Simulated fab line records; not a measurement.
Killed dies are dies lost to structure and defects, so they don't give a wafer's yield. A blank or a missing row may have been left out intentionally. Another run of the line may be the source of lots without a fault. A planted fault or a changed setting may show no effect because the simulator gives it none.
Struck lot and sound lot, side by side + flow n5_finfet + 15 out of 1938 route steps
Sound: wafers L498.1, L498.3, L498.6. Struck: wafer L508.2 (L508.1, L508.5, from the same lot, were not struck and are left out); the cause is given at the end.
At each step with rows: each side's tool, then ch and its chambers, then its first start. Under that, the readings that differ: sound wafers + struck wafers + difference of the means + sigmas: that difference in standard deviations of wafers without a fault.
alike: same words and numbers on both sides, and readings whose means sit less than 2 such deviations apart. not compared: any withheld reading, any reading some wafer has no value for, any bound like >300 that may hide the same value, and any number with overlapping values for which the record gives no deviation.
The two part at a step that has a row with sigmas, a row that says differs or no value, or rows on one side only. Numbers that have no deviation but don't overlap get no sigmas and don't part them. A reading that every wafer of one side lacks parts them only if that side has two wafers or more.

first, 1 step without rows for these wafers: N5_BEOL_M9_STRIP_80 (strips in N2/H2, time 10 s).
N5_BEOL_M9_OCD_MEAS_38:
  sound: ocd-02 at day 12 20:23; struck: ocd-01 at day 15 11:38
  alike: trench_depth_nm
then, 4 steps without rows for these wafers: N5_BEOL_M9_HM_STRIP_39 (strips TiN in peroxide tin strip, target depth 25 nm, time 158 s); N5_BEOL_M9_SRD_40 (time 30 s); N5_BEOL_M9_PRECLEAN_42 (cleans in residue remover, time 60 s); N5_BEOL_M9_SRD_43 (time 30 s).
N5_BEOL_M9_CD_MEAS_35: target cd 70 nm, target cd y 40 nm.
  sound: cd_sem-01 at day 12 20:32; struck: cd_sem-02 at day 15 11:47
  alike: cd_nm
N5_BEOL_M9_CURE_72: cures SiCOH lowk, time 120 s.
  sound on uv_cure-01 ch 1, day 12 20:34; struck on uv_cure-03 ch 1, day 15 11:49
  alike: lamp_power_pct, wafer_temp_C_max
then, 1 step without rows for these wafers: N5_BEOL_M9_DEGAS_44 (time 60 s).
N5_BEOL_M9_PRE_CLEAN_45: time 30 s.
  sound: pvd_sputter-03 at day 12 21:10; struck: pvd_sputter-01 at day 15 12:23
  alike: heater_power_w
N5_BEOL_M9_ALD_74: deposits TaN, target thk 2 nm, pulse time 2 s, purge time 3 s.
  sound on ald_metal-01 ch 0,2,3, day 12 21:13; struck on ald_metal-01 ch 0, day 15 12:27
  alike: chamber_pressure_Torr, heater_power_w
N5_BEOL_M9_SURFACE_TREAT_79:
  sound: pvd_sputter-03 at day 12 21:36; struck: pvd_sputter-03 at day 15 12:58
  not compared: throttle_valve_pct
N5_BEOL_M9_CVD_78: deposits Co from CCTBA/H2, target thk 2 nm, time 138.9 s.
  sound on cvd_co-02 ch 0,2, day 12 21:40; struck on cvd_co-01 ch 1, day 15 13:23
| reading          | sound             | struck | difference | sigmas      |
|------------------|-------------------|--------|------------|-------------|
| run_length_s (s) | 162.2 162.4 161.9 | 223.2  | +61.0      | +99 or more |
  alike: chamber_pressure_Torr
N5_BEOL_M9_SPUTTER_48: material Cu, target thk 12 nm, time 2 s.
  sound: pvd_sputter-02 at day 12 21:52; struck: pvd_sputter-03 at day 15 13:30
  alike: substrate_temp_c, throttle_valve_pct
after that, 1 step had no rows for these wafers: N5_PASSIVATION_PROBE_49.

## WHERE THEY PART
Only at N5_BEOL_M9_CVD_78, within this record. Later steps at which nothing parts them and some readings are alike: N5_BEOL_M9_SPUTTER_48.

WHY: whatever the simulator had introduced
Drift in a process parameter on cvd_co-01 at N5_BEOL_M9_CVD_78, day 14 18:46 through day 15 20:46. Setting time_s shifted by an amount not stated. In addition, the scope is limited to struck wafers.
